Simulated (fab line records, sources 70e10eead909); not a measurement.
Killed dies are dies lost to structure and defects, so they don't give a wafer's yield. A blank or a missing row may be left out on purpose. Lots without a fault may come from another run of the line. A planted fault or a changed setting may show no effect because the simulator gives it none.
Which tool did it? | flow nand_harc | 13 lots, 39 wafers sampled, at 6 steps of a route of 1302

WHAT THE GAUGES READ, wafer by wafer
NHARC_A_START_INSPECT_01.
lot  | measured     | on                | raw_defect_count
L926 | day 7 00:01  | defect_inspect-01 | 2 6 3
L927 | day 7 06:48  | defect_inspect-02 | 3 4 0
L929 | day 7 20:27  | defect_inspect-02 | 2 5 4
L930 | day 8 10:37  | defect_inspect-01 | 3 6 4
L936 | day 11 01:58 | defect_inspect-02 | 5 3 2
L940 | day 13 01:25 | defect_inspect-02 | 3 2 0
L942 | day 13 08:16 | defect_inspect-02 | 1 5 2
L941 | day 13 09:52 | defect_inspect-01 | 1 4 3
L944 | day 14 14:32 | defect_inspect-01 | 0 5 6
L946 | day 14 21:37 | defect_inspect-02 | 3 4 0
L945 | day 14 21:59 | defect_inspect-02 | 2 6 2
L947 | day 15 09:13 | defect_inspect-02 | 3 6 10
L948 | day 15 19:44 | defect_inspect-02 | 4 4 4

NHARC_A_SOURCE_PLATE_THK_MEAS_06: measures by ellipsometry.
lot  | measured     | on            | thk_nm (nm)
L926 | day 7 22:40  | film_metro-02 | 199.4 198.2 202.4
L927 | day 8 05:13  | film_metro-02 | 200.1 198.2 202.3
L929 | day 8 22:30  | film_metro-02 | 294.2 294.3 295.5
L930 | day 9 08:42  | film_metro-01 | 294.4 292.4 294.7
L936 | day 12 00:05 | film_metro-02 | 201.5 198.6 197.1
L940 | day 14 00:49 | film_metro-02 | 200.7 199.6 198.6
L942 | day 14 10:04 | film_metro-01 | 201.1 199.2 199.4
L941 | day 14 10:04 | film_metro-02 | 198.8 200.1 202.6
L944 | day 15 12:26 | film_metro-01 | 197.8 199.4 201.2
L946 | day 15 19:36 | film_metro-02 | 195.6 197.7 198.3
L945 | day 15 19:36 | film_metro-01 | 196.3 197.8 194.9
L947 | day 16 07:47 | film_metro-01 | 199.7 195.5 198.4
L948 | day 16 18:08 | film_metro-01 | 202.0 200.9 198.4

NHARC_A_ONON_D1_THK_MEAS_05: measures by ellipsometry.
lot  | measured     | on            | thk_nm (nm)
L926 | day 7 23:54  | film_metro-02 | 1002 1001 1000
L927 | day 8 06:25  | film_metro-01 | 997 994 993
L929 | day 8 23:43  | film_metro-02 | 999 999 1000
L930 | day 9 09:55  | film_metro-01 | 1006 1006 1005
L936 | day 12 01:18 | film_metro-02 | 994 994 994
L940 | day 14 02:01 | film_metro-02 | 1007 1008 1008
L942 | day 14 11:29 | film_metro-01 | 982 984 983
L941 | day 14 11:18 | film_metro-02 | 1015 1015 1016
L944 | day 15 13:39 | film_metro-01 | 1017 1017 1018
L946 | day 15 20:49 | film_metro-02 | 993 994 992
L945 | day 15 20:49 | film_metro-01 | 988 986 987
L947 | day 16 09:01 | film_metro-02 | 992 993 994
L948 | day 16 19:22 | film_metro-01 | 1012 1010 1010

NHARC_A_ONON_D1_THK_MEAS_14: measures by ellipsometry.
lot  | measured     | on            | thk_nm (nm)
L926 | day 8 01:37  | film_metro-01 | 988 988 987
L927 | day 8 08:07  | film_metro-02 | 1001 1002 999
L929 | day 9 01:25  | film_metro-01 | 1003 1004 1003
L930 | day 9 11:37  | film_metro-02 | 1006 1004 1006
L936 | day 12 02:59 | film_metro-02 | 1005 1007 1008
L940 | day 14 03:43 | film_metro-02 | 1005 1004 1005
L942 | day 14 13:11 | film_metro-02 | 992 992 993
L941 | day 14 13:00 | film_metro-01 | 1006 1006 1007
L944 | day 15 15:21 | film_metro-01 | 999 999 1000
L946 | day 15 22:31 | film_metro-01 | 1008 1007 1007
L945 | day 15 22:31 | film_metro-02 | 981 978 980
L947 | day 16 10:42 | film_metro-02 | 989 989 988
L948 | day 16 21:03 | film_metro-01 | 1004 1007 1006

NHARC_END_SORT_01.
lot  | measured     | on        | killed_at_array | killed_at_other | killed_at_periphery | killed_dies | killed_open | killed_short
L930 | day 26 00:19 | prober-01 | 85 91 63        | 0 1 1           | 3 6 4               | 88 98 68    | 2 6 6       | 1 3 3
L936 | day 29 14:44 | prober-02 | 35 32 32        | 0 0 0           | 0 1 0               | 35 33 32    | 3 2 1       | 3 3 5
L940 | day 31 18:22 | prober-01 | 43 50 50        | 1 0 0           | 9 3 7               | 53 53 57    | 6 1 4       | 3 5 5
L941 | day 31 13:55 | prober-02 | 41 22 25        | 1 3 1           | 1 5 5               | 43 30 31    | 4 4 4       | 9 1 0
L944 | day 32 08:02 | prober-02 | 63 62 53        | 0 0 0           | 8 10 6              | 71 72 59    | 7 1 4       | 0 5 3
L946 | day 32 06:28 | prober-01 | 27 46 47        | 2 0 0           | 4 5 1               | 33 51 48    | 6 2 3       | 3 4 2
L945 | day 32 20:50 | prober-01 | 77 71 53        | 0 0 0           | 4 4 5               | 81 75 58    | 7 4 6       | 1 3 0
L947 | day 33 05:00 | prober-02 | 62 73 54        | 2 0 1           | 8 8 7               | 72 81 62    | 5 6 1       | 4 4 3

WHICH TOOL RAN EACH LOT (tool, then ch and the chambers of the sampled wafers, then the start)
lot  | NHARC_A_SOURCE_PLATE_CVD_03
L926 | lpcvd_poly-04 ch 0, day 7 12:40
L927 | lpcvd_poly-01 ch 0, day 7 18:44
L929 | lpcvd_poly-01 ch 0, day 8 11:23
L930 | lpcvd_poly-01 ch 0, day 8 22:41
L936 | lpcvd_poly-01 ch 0, day 11 13:38
L940 | lpcvd_poly-03 ch 0, day 13 14:40
L942 | lpcvd_poly-01 ch 0, day 13 20:22
L941 | lpcvd_poly-01 ch 0, day 13 20:22
L944 | lpcvd_poly-01 ch 0, day 15 02:34
L946 | lpcvd_poly-04 ch 0, day 15 09:19
L945 | lpcvd_poly-04 ch 0, day 15 09:19
L947 | lpcvd_poly-01 ch 0, day 15 20:58
L948 | lpcvd_poly-04 ch 0, day 16 07:46
- NHARC_A_SOURCE_PLATE_CVD_03: deposits poly-Si, target thk 200 nm, time 4000 s.

WHAT THE TOOLS THEMSELVES READ (means of the sampled wafers that have a number; where no wafer has one, the mark that the record gives instead)
NHARC_A_SOURCE_PLATE_CVD_03.
lot  | tool          | spike_tc_bottom_C (C) | spike_tc_centre_C (C) | spike_tc_lower_C (C) | spike_tc_top_C (C) | spike_tc_upper_C (C) | zone_power_lower_pct (%)
L926 | lpcvd_poly-04 | 638.6                 | 619.5                 | 619.8                | 637.9              | 619.3                | 7.7
L927 | lpcvd_poly-01 | 643.6                 | 621.2                 | 620.3                | 638.2              | 620.5                | 8.5
L929 | lpcvd_poly-01 | 660.1                 | 638.4                 | 637.7                | 654.3              | 638.1                | 8.9
L930 | lpcvd_poly-01 | 660.5                 | 638.3                 | 637.2                | 654.0              | 638.0                | 8.9
L936 | lpcvd_poly-01 | 642.8                 | 621.9                 | 620.7                | 638.6              | 620.5                | 8.6
L940 | lpcvd_poly-03 | 641.0                 | 621.5                 | 620.6                | 635.7              | 618.7                | 8.0
L942 | lpcvd_poly-01 | 642.3                 | 621.8                 | 621.1                | 637.8              | 621.3                | 8.5
L941 | lpcvd_poly-01 | 642.8                 | 622.3                 | 620.4                | 638.1              | 621.6                | 8.5
L944 | lpcvd_poly-01 | 644.4                 | 622.1                 | 620.2                | 638.9              | 621.7                | 8.5
L946 | lpcvd_poly-04 | 638.4                 | 619.8                 | 620.2                | 638.1              | 619.0                | 7.7
L945 | lpcvd_poly-04 | 638.1                 | 620.0                 | 619.9                | 638.5              | 620.3                | 7.7
L947 | lpcvd_poly-01 | 643.0                 | 622.5                 | 620.3                | 638.8              | 619.9                | 8.5
L948 | lpcvd_poly-04 | 637.2                 | 619.0                 | 620.7                | 638.3              | 618.1                | 7.7

THE ANSWER, worked out from the rows above alone
Rule: what is usual is taken from the lots themselves. Put in order of their means at a reading, lots are off if they are a third of the lots or fewer, leave a main group of 4 or more, and stand apart from it by a gap of 3 or more times the standard deviation of the main group's means; of several such gaps the widest counts. A main group whose means are all the same, to the digits that the tables above print for the reading, isn't used. A lot without any number at a reading at which 4 lots or more have one is off too. The other lots that the step has rows for count as sound. The gauges are gone through in route order, then the tools' own readings, and for those a lot's mean is taken as printed above. The first step at which some lot is off is used, and at that step the reading that is off furthest; a lot without a number counts as furthest.
Off: L929, L930, at NHARC_A_SOURCE_PLATE_THK_MEAS_06 (thk_nm). The main group: mean 199.1 nm, standard deviation 1.3.
A tool fits if, at a process step before that reading, it ran every lot that is off, and no sound lot after the first of them. The gauges at NHARC_A_SOURCE_PLATE_THK_MEAS_06 aren't tried: what is off there is off at NHARC_A_SOURCE_PLATE_CVD_03 too, on other tools, and a gauge's error can't cause that. None of those tried fits.

WHAT THE SIMULATOR HAD PUT IN
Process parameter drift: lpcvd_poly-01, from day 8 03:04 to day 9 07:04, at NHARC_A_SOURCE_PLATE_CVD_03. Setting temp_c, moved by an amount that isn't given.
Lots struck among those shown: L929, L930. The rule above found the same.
